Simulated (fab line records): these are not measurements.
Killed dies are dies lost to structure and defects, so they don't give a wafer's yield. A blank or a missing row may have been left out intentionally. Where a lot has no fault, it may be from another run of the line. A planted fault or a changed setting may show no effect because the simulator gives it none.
Which tool is to blame?    flow nand-harc    42 wafers from 14 lots sampled at 5 of the route's 1159 steps

== WHAT EACH GAUGE READ, for each wafer ==
NHARC_P_BONDPAD_THK_MEAS_20: measures by xrf. Usual: 160.2 nm for thk-nm, sd 1.5.
lot   measured      on             thk-nm (nm)        flag
L105  day 6 22:04   film-metro-01  160.5 159.6 161.0  
L110  day 8 01:19   film-metro-01  160.8 160.6 159.3  
L112  day 8 14:34   film-metro-01  161.5 162.2 160.4  
L114  day 9 04:23   film-metro-01  160.6 163.2 158.8  
L113  day 9 05:07   film-metro-01  158.6 159.4 158.7  
L115  day 9 19:59   film-metro-02  161.1 160.8 158.0  
L118  day 10 05:34  film-metro-01  161.6 161.9 161.3  
L119  day 10 17:35  film-metro-02  161.0 160.5 159.4  
L120  day 10 19:16  film-metro-02  157.5 160.7 161.1  
L121  day 10 21:14  film-metro-01  161.2 158.4 160.0  
L123  day 11 08:40  film-metro-01  160.7 160.4 161.6  
L125  day 11 09:26  film-metro-02  158.5 157.9 159.4  
L126  day 11 21:51  film-metro-02  159.5 159.4 158.8  
L127  day 12 00:26  film-metro-02  157.9 161.1 162.1  

NHARC_P_BONDPAD_INSPECT_23. Usual: 359 for raw-defect-count, sd 140.
lot   measured      on                 raw-defect-count  flag
L105  day 6 22:17   defect-inspect-02  234 259 246       
L110  day 8 01:34   defect-inspect-02  744 849 403       
L112  day 8 14:47   defect-inspect-02  1000 423 549      
L114  day 9 04:35   defect-inspect-02  369 315 319       
L113  day 9 05:19   defect-inspect-02  303 285 406       
L115  day 9 20:12   defect-inspect-02  217 219 227       
L118  day 10 05:47  defect-inspect-01  439 613 438       
L119  day 10 17:47  defect-inspect-01  222 244 231       
L120  day 10 19:29  defect-inspect-02  369 294 479       
L121  day 10 21:27  defect-inspect-01  324 453 286       
L123  day 11 09:01  defect-inspect-02  216 255 312       
L125  day 11 09:40  defect-inspect-01  268 374 330       
L126  day 11 22:05  defect-inspect-02  352 215 278       
L127  day 12 00:41  defect-inspect-02  511 351 412       

NHARC_A_ONON_D1_THK_MEAS_05: measures by ellipsometry. Usual: 999 nm for thk-nm, sd 9.7.
lot   measured      on             thk-nm (nm)     flag
L105  day 7 22:37   film-metro-02  999 998 1001    
L110  day 9 01:37   film-metro-02  987 987 990     
L112  day 9 15:31   film-metro-02  1001 1002 1000  
L114  day 10 06:07  film-metro-01  994 994 995     
L113  day 10 06:07  film-metro-02  1012 1014 1014  
L115  day 10 21:19  film-metro-02  999 994 998     
L118  day 11 03:30  film-metro-01  985 985 985     
L119  day 11 19:34  film-metro-01  999 1000 1000   
L120  day 11 19:54  film-metro-02  626 626 626     OFF
L121  day 11 19:33  film-metro-02  631 631 631     OFF
L123  day 12 11:23  film-metro-02  1004 1003 1003  
L125  day 12 11:25  film-metro-02  1010 1009 1010  
L126  day 12 22:44  film-metro-02  1009 1009 1009  
L127  day 12 22:52  film-metro-01  998 999 997     

NHARC_END_SORT_01. Usual: killed-at-array 30, standard deviation 10; killed-at-other 0.5, standard deviation 0.82; killed-at-periphery 2.9, standard deviation 2; killed-dies 34, standard deviation 11; killed-open 3.2, standard deviation 1.8; killed-short 2.0, standard deviation 1.4.
lot   measured      on         killed-at-array  killed-at-other  killed-at-periphery  killed-dies  killed-open  killed-short  flag
L120  day 24 08:30  prober-02  674 672 673      1 3 1            2 2 3                677 677 677  2 3 5        1 4 7         OFF
L121  day 24 15:31  prober-02  671 673 674      0 0 1            6 4 2                677 677 677  5 2 6        3 2 2         OFF

== WHAT TOOL EACH LOT RAN ON (gives the tool, then ch and the chambers of the sampled wafers, and finally the start) ==
lot   NHARC_A_ONON_D1_DEP_03
L105  pecvd-onon-03 ch 0, day 7 22:10
L110  pecvd-onon-03 ch 0, day 9 01:10
L112  pecvd-onon-03 ch 0, day 9 15:01
L114  pecvd-onon-03 ch 0, day 10 05:43
L113  pecvd-onon-01 ch 0, day 10 05:37
L115  pecvd-onon-04 ch 0, day 10 20:49
L118  pecvd-onon-01 ch 0, day 11 03:03
L119  pecvd-onon-01 ch 0, day 11 19:02
L120  pecvd-onon-03 ch 0, day 11 19:27
L121  pecvd-onon-03 ch 0, day 11 19:02
L123  pecvd-onon-04 ch 0, day 12 10:51
L125  pecvd-onon-01 ch 0, day 12 10:53
L126  pecvd-onon-01 ch 0, day 12 22:16
L127  pecvd-onon-04 ch 0, day 12 22:25
- NHARC_A_ONON_D1_DEP_03: target thk 1000 nm.

== AS READ BY THE TOOLS THEMSELVES (means over the sampled wafers that have a number; for cases with no such wafer, the mark the record gives instead) ==
The record holds no such reading with a usual standard deviation.

== THE ANSWER, worked out from the rows above alone ==
Rule: take the mean of a lot's wafers that have a number; if it is more than 3 standard deviations from the usual mean, the lot is off. Also off: a lot with no number at a reading for which 4 or more lots have one. The other lots that the step has rows for count as sound. After the gauges, taken in route order, come the tools' own readings; for these a lot's mean is taken, as printed above. The first step at which some lot is off is used, and at that step the reading that is off furthest; a lot without a number counts as furthest.
Off, at NHARC_A_ONON_D1_THK_MEAS_05 on thk-nm: L120, L121.
If a tool, at a process step before that reading, ran all the lots that are off and no sound lot after the first of them, it fits. The gauges at NHARC_A_ONON_D1_THK_MEAS_05 aren't tried: what is off there is off at NHARC_END_SORT_01 too, on other tools, and a gauge's error can't cause that. One fits: NHARC_A_ONON_D1_DEP_03 on pecvd-onon-03. A fault onset in the window from L114 (day 10 05:43, its last sound lot) to L121 (day 11 19:02, its first lot off) fits.

== WHAT THE SIMULATOR HAD PUT IN ==
pecvd-onon-03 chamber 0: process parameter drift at NHARC_A_ONON_D1_DEP_03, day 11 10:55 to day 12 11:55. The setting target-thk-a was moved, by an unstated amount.
Struck lots among those shown: L120, L121. The rule given above showed the same thing.
